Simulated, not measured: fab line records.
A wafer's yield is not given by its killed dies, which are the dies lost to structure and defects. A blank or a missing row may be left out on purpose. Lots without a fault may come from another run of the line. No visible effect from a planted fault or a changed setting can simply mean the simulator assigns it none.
8D (eight disciplines) problem report, filled in by code ; flow nand_harc ; the parts of the form that need people (team, actions taken, sign-off) are left out

1. WHAT IS WRONG
Wafers without a fault read 1.000 a.u., standard deviation 0.012; oes_product_au at NHARC_A_CONTACT_ETCH_88 reads a mean of 0.844 a.u. on 3 wafers belonging to 2 lots. Measured from the usual mean, that is -13 standard deviations.
The step: etches the open film in CF4, target depth 39 nm, time 65 s.
Earliest sighting: wafer L239.4 on rie_diel-05 at day 19 04:47. At this step, 18 wafers from 6 lots have a number in the record. Rule for "out", or "out of limits": more than 4 standard deviations from the usual mean. The rest of the wafers with a number are treated as sound.

2. WHAT IT IS AND WHAT IT IS NOT
question;is;is not
which readings at this step;oes_product_au;drypump_motor_current_A, rf_vpp_V, showerhead_plenum_p_Torr, throttle_valve_pct
which lots;L238, L239;L231, L232, L248, L252
which wafers of those lots;L238.2, L238.6, L239.4;L238.4, L239.2, L239.3
read on which tools;rie_diel-05;rie_diel-08, rie_diel-12
when;from day 19 04:47;"up to then (8 sound wafers); but 7 sound wafers of L238, L248, L252 came after"

3. THE SUSPECTS, EACH WITH WHAT RULES IT OUT
Counting: any tool at a process step up to the reading remains a suspect provided it ran every lot that is out. Sound lots after the first of them don't rule it out here, since some wafers of a struck lot are sound.
- rie_diel-05 at NHARC_A_CONTACT_DESCUM_13 (chemistry O2, time 3 s): kept. Every lot that is out went through it, the first being L239 (day 19 04:42); the last sound lot it ran before that was L231 (day 17 22:13).
- rie_diel-05 at NHARC_A_CONTACT_ETCH_88 (etches the open film in CF4, target depth 39 nm, time 65 s): kept. Every lot that is out went through it, the first being L239 (day 19 04:47); the last sound lot it ran before that was L231 (day 17 22:19). Its own readings are out on those wafers: oes_product_au.
- At NHARC_A_CONTACT_ETCH_88, inside rie_diel-05: chamber 0 took the wafers that are out, while their sound lot-mates went through chambers 1, 2, 3.
Remaining after the count are rie_diel-05 at NHARC_A_CONTACT_DESCUM_13 and rie_diel-05 at NHARC_A_CONTACT_ETCH_88.

4. THE CAUSE (what the simulator had put in)
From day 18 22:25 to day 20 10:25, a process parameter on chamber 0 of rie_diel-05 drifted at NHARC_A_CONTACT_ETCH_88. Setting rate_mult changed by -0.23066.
After counting, 2 suspects remain, this tool included.

5. SEQUENCE OF EFFECTS, ordered by route
One row per reading whose mean, taken over the struck wafers that have a number, lies over 3 standard deviations from the usual. Scope: only readings with a usual standard deviation given in the record; hours: median across lots of the time from each lot's start at the first step in this table that gives one to its start at this step; sigmas: change in usual standard deviations.
hours;step;reading;usual;on struck wafers;change;sigmas
0;NHARC_A_CONTACT_ETCH_88;oes_product_au;1.000 a.u.;0.844;-0.156;-13
Its process steps:
- NHARC_A_CONTACT_ETCH_88: etches the open film in CF4, target depth 39 nm, time 65 s.

6. HOW IT WOULD HAVE BEEN CAUGHT EARLIER
In this record the first reading out of limits was taken at day 19 04:47, 6 hours after the fault began at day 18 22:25.
